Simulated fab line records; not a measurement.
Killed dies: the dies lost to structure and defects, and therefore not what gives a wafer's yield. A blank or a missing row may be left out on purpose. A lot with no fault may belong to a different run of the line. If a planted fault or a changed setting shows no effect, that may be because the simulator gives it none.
Which tool is to blame? | flow n5Finfet | 24 lots with 72 wafers sampled at 5 steps, on a route of 1938 steps

== WHAT EACH GAUGE READ, for each wafer ==
N5_BEOL_M10_INSPECT_30: inspects for defects (brightfield). Usual: rawDefectCount reads 408 (standard deviation 84).
lot  | measured     | on               | rawDefectCount | flag
L075 | day 10 22:21 | defectInspect-02 | 415 346 380    | 
L074 | day 10 22:31 | defectInspect-01 | 395 463 481    | 
L076 | day 11 06:46 | defectInspect-01 | 501 584 375    | 
L079 | day 11 10:43 | defectInspect-02 | 436 277 389    | 
L077 | day 12 05:29 | defectInspect-02 | 384 325 308    | 
L078 | day 12 07:40 | defectInspect-02 | 359 415 412    | 
L081 | day 12 17:08 | defectInspect-02 | 329 381 345    | 
L080 | day 12 19:35 | defectInspect-01 | 449 279 436    | 
L082 | day 13 01:33 | defectInspect-01 | 389 460 351    | 
L083 | day 13 01:35 | defectInspect-02 | 418 459 494    | 
L084 | day 13 04:05 | defectInspect-01 | 282 348 356    | 
L085 | day 13 08:33 | defectInspect-02 | 487 373 399    | 
L086 | day 14 02:34 | defectInspect-01 | 284 334 195    | 
L087 | day 14 10:04 | defectInspect-02 | 436 390 517    | 
L090 | day 14 15:17 | defectInspect-01 | 314 484 412    | 
L088 | day 14 15:28 | defectInspect-02 | 339 497 438    | 
L089 | day 14 17:46 | defectInspect-02 | 307 399 376    | 
L092 | day 14 21:53 | defectInspect-02 | 447 504 556    | 
L091 | day 15 01:55 | defectInspect-02 | 447 458 341    | 
L093 | day 15 14:14 | defectInspect-02 | 552 501 497    | 
L095 | day 15 21:08 | defectInspect-02 | 328 411 521    | 
L094 | day 15 21:18 | defectInspect-02 | 607 347 449    | 
L096 | day 16 23:10 | defectInspect-01 | 497 418 494    | 
L097 | day 18 06:43 | defectInspect-01 | 400 571 406    | 

N5_BEOL_M10_INSPECT_58: inspects for defects (darkfield). Usual: rawDefectCount reads 71 (standard deviation 25).
lot  | measured     | on               | rawDefectCount | flag
L075 | day 11 01:21 | defectInspect-02 | 65 53 56       | 
L074 | day 11 01:40 | defectInspect-01 | 34 45 47       | 
L076 | day 11 09:28 | defectInspect-02 | 44 61 57       | 
L079 | day 11 15:20 | defectInspect-01 | 51 84 66       | 
L077 | day 12 08:36 | defectInspect-01 | 57 78 48       | 
L078 | day 12 11:07 | defectInspect-02 | 93 79 52       | 
L081 | day 12 21:29 | defectInspect-02 | 57 67 39       | 
L080 | day 12 23:55 | defectInspect-02 | 41 58 53       | 
L082 | day 13 05:35 | defectInspect-02 | 56 75 93       | 
L083 | day 13 06:04 | defectInspect-02 | 106 98 84      | 
L084 | day 13 09:20 | defectInspect-02 | 111 72 77      | 
L085 | day 13 13:13 | defectInspect-01 | 28 47 70       | 
L086 | day 14 05:50 | defectInspect-02 | 45 58 64       | 
L087 | day 14 14:20 | defectInspect-01 | 79 80 105      | 
L090 | day 14 19:19 | defectInspect-01 | 66 69 40       | 
L088 | day 14 19:41 | defectInspect-01 | 40 84 63       | 
L089 | day 14 20:40 | defectInspect-02 | 67 90 114      | 
L092 | day 15 01:17 | defectInspect-02 | 81 56 134      | 
L091 | day 15 09:13 | defectInspect-01 | 77 58 75       | 
L093 | day 15 17:14 | defectInspect-02 | 94 79 66       | 
L095 | day 16 00:04 | defectInspect-01 | 125 83 92      | 
L094 | day 16 00:58 | defectInspect-02 | 49 85 68       | 
L096 | day 17 03:02 | defectInspect-02 | 57 64 69       | 
L097 | day 18 11:54 | defectInspect-01 | 52 61 40       | 

N5_BEOL_M11_OVL_MEAS_29. Usual: for V10_OVL the level is 0.4 nm and the standard deviation is 0.69.
lot  | measured     | on         | V10_OVL (nm)  | flag
L075 | day 11 07:03 | overlay-01 | 0.3 -0.2 0.5  | 
L074 | day 11 06:13 | overlay-02 | 0.8 0.5 1.4   | 
L076 | day 11 14:26 | overlay-02 | -1.3 -0.1 1.0 | 
L079 | day 11 20:56 | overlay-01 | -1.2 -0.5 0.5 | 
L077 | day 12 11:01 | overlay-01 | 1.0 0.4 0.9   | 
L078 | day 12 17:06 | overlay-01 | 1.4 1.7 -0.3  | 
L081 | day 13 01:24 | overlay-02 | 0.3 0.8 -0.5  | 
L080 | day 13 06:29 | overlay-01 | -0.6 0.1 0.1  | 
L082 | day 13 08:52 | overlay-02 | 0.2 -0.6 -0.2 | 
L083 | day 13 11:16 | overlay-01 | 0.5 0.9 0.4   | 
L084 | day 13 13:47 | overlay-02 | 1.7 0.2 0.4   | 
L085 | day 13 16:05 | overlay-01 | 1.1 0.1 0.1   | 
L086 | day 14 10:10 | overlay-02 | 1.2 0.5 0.8   | 
L087 | day 14 17:48 | overlay-01 | 0.6 0.7 1.7   | 
L090 | day 14 21:34 | overlay-01 | 0.5 0.1 -0.2  | 
L088 | day 15 01:53 | overlay-01 | 0.8 0.7 2.0   | 
L089 | day 15 02:04 | overlay-02 | 0.4 0.5 -0.4  | 
L092 | day 15 08:32 | overlay-01 | 1.2 0.8 0.2   | 
L091 | day 15 14:20 | overlay-01 | 0.7 1.1 0.9   | 
L093 | day 15 21:07 | overlay-01 | -0.8 -0.4 0.2 | 
L095 | day 16 05:02 | overlay-01 | 1.1 -0.3 0.0  | 
L094 | day 16 05:13 | overlay-01 | 1.6 1.0 0.6   | 
L096 | day 17 07:08 | overlay-02 | -0.4 1.3 1.2  | 
L097 | day 18 17:25 | overlay-02 | 2.0 0.4 1.8   | 

N5_BEOL_M11_INSPECT_30: inspects for defects (brightfield). Usual: rawDefectCount reads 424 (standard deviation 110).
lot  | measured     | on               | rawDefectCount | flag
L075 | day 11 07:05 | defectInspect-02 | 343 458 389    | 
L074 | day 11 06:14 | defectInspect-02 | 315 313 397    | 
L076 | day 11 14:28 | defectInspect-01 | 382 440 357    | 
L079 | day 11 20:58 | defectInspect-02 | 342 534 511    | 
L077 | day 12 11:03 | defectInspect-02 | 528 460 573    | 
L078 | day 12 17:08 | defectInspect-01 | 564 667 466    | 
L081 | day 13 01:26 | defectInspect-02 | 630 541 331    | 
L080 | day 13 06:31 | defectInspect-01 | 398 489 231    | 
L082 | day 13 08:53 | defectInspect-01 | 442 336 392    | 
L083 | day 13 11:17 | defectInspect-02 | 539 455 452    | 
L084 | day 13 13:49 | defectInspect-02 | 416 447 400    | 
L085 | day 13 16:06 | defectInspect-01 | 316 256 380    | 
L086 | day 14 10:12 | defectInspect-02 | 279 319 306    | 
L087 | day 14 17:49 | defectInspect-01 | 474 338 434    | 
L090 | day 14 21:36 | defectInspect-01 | 407 349 379    | 
L088 | day 15 01:55 | defectInspect-01 | 322 308 260    | 
L089 | day 15 02:06 | defectInspect-01 | 428 369 518    | 
L092 | day 15 08:48 | defectInspect-01 | 448 445 471    | 
L091 | day 15 14:22 | defectInspect-02 | 489 427 416    | 
L093 | day 15 21:08 | defectInspect-01 | 453 393 362    | 
L095 | day 16 05:04 | defectInspect-01 | 606 612 539    | 
L094 | day 16 05:14 | defectInspect-02 | 496 455 322    | 
L096 | day 17 07:10 | defectInspect-01 | 296 215 286    | 
L097 | day 18 17:26 | defectInspect-01 | 514 472 317    | 

== EACH LOT AND THE TOOL THAT RAN IT (in order: tool; ch and the chambers of the sampled wafers; start) ==
lot  | N5_BEOL_M10_DEGAS_44
L075 | pvdSputter-02, day 10 23:43
L074 | pvdSputter-01, day 10 23:56
L076 | pvdSputter-02, day 11 07:50
L079 | pvdSputter-03, day 11 13:14
L077 | pvdSputter-03, day 12 06:34
L078 | pvdSputter-03, day 12 09:00
L081 | pvdSputter-02, day 12 18:26
L080 | pvdSputter-03, day 12 21:51
L082 | pvdSputter-02, day 13 02:59
L083 | pvdSputter-02, day 13 03:10
L084 | pvdSputter-01, day 13 06:37
L085 | pvdSputter-02, day 13 09:39
L086 | pvdSputter-03, day 14 03:47
L087 | pvdSputter-02, day 14 11:07
L090 | pvdSputter-02, day 14 17:39
L088 | pvdSputter-02, day 14 17:50
L089 | pvdSputter-02, day 14 19:02
L092 | pvdSputter-02, day 14 23:14
L091 | pvdSputter-02, day 15 03:26
L093 | pvdSputter-03, day 15 15:33
L095 | pvdSputter-03, day 15 22:20
L094 | pvdSputter-03, day 15 22:39
L096 | pvdSputter-02, day 17 00:46
L097 | pvdSputter-03, day 18 08:23
- N5_BEOL_M10_DEGAS_44: time 60 s.

== WHAT THE TOOLS THEMSELVES READ (means of the sampled wafers that have a number; where no wafer has one, the mark that the record gives instead) ==
N5_BEOL_M10_DEGAS_44. Usual: heaterPowerW 334 W, standard deviation 42; susceptorTempC 250.00 C, standard deviation 0.17.
lot  | tool          | heaterPowerW (W) | susceptorTempC (C) | flag
L075 | pvdSputter-02 | 372              | 250.02             | 
L074 | pvdSputter-01 | 355              | 249.89             | 
L076 | pvdSputter-02 | 326              | 249.93             | 
L079 | pvdSputter-03 | 314              | 249.91             | 
L077 | pvdSputter-03 | 340              | 249.98             | 
L078 | pvdSputter-03 | 342              | 250.07             | 
L081 | pvdSputter-02 | 325              | 249.96             | 
L080 | pvdSputter-03 | 325              | 250.01             | 
L082 | pvdSputter-02 | 370              | 250.05             | 
L083 | pvdSputter-02 | 367              | 249.97             | 
L084 | pvdSputter-01 | 378              | 250.06             | 
L085 | pvdSputter-02 | 313              | 249.98             | 
L086 | pvdSputter-03 | 315              | 250.06             | 
L087 | pvdSputter-02 | 327              | 249.97             | 
L090 | pvdSputter-02 | 342              | 249.97             | 
L088 | pvdSputter-02 | 327              | 249.96             | 
L089 | pvdSputter-02 | 299              | 249.90             | 
L092 | pvdSputter-02 | 331              | 250.12             | 
L091 | pvdSputter-02 | 308              | 250.02             | 
L093 | pvdSputter-03 | 317              | 250.08             | 
L095 | pvdSputter-03 | 358              | 250.10             | 
L094 | pvdSputter-03 | 319              | 249.95             | 
L096 | pvdSputter-02 | 305              | 250.10             | 
L097 | pvdSputter-03 | 340              | 249.95             | 

== THE ANSWER, worked out from the rows above alone ==
Rule: a lot counts as off when the mean over its wafers that have a number is more than 3 standard deviations away from the usual mean. Also off: a lot with no number at a reading for which 4 or more lots have one. Where the step has rows for the other lots, those lots are counted as sound. After the gauges, taken in route order, come the tools' own readings; for these a lot's mean is taken, as printed above. The first step at which some lot is off is used, and at that step the reading that is off furthest; a lot without a number counts as furthest.
Across all readings shown, no lot is off: no conclusion can be drawn from this.

== WHAT HAD BEEN PUT IN BY THE SIMULATOR ==
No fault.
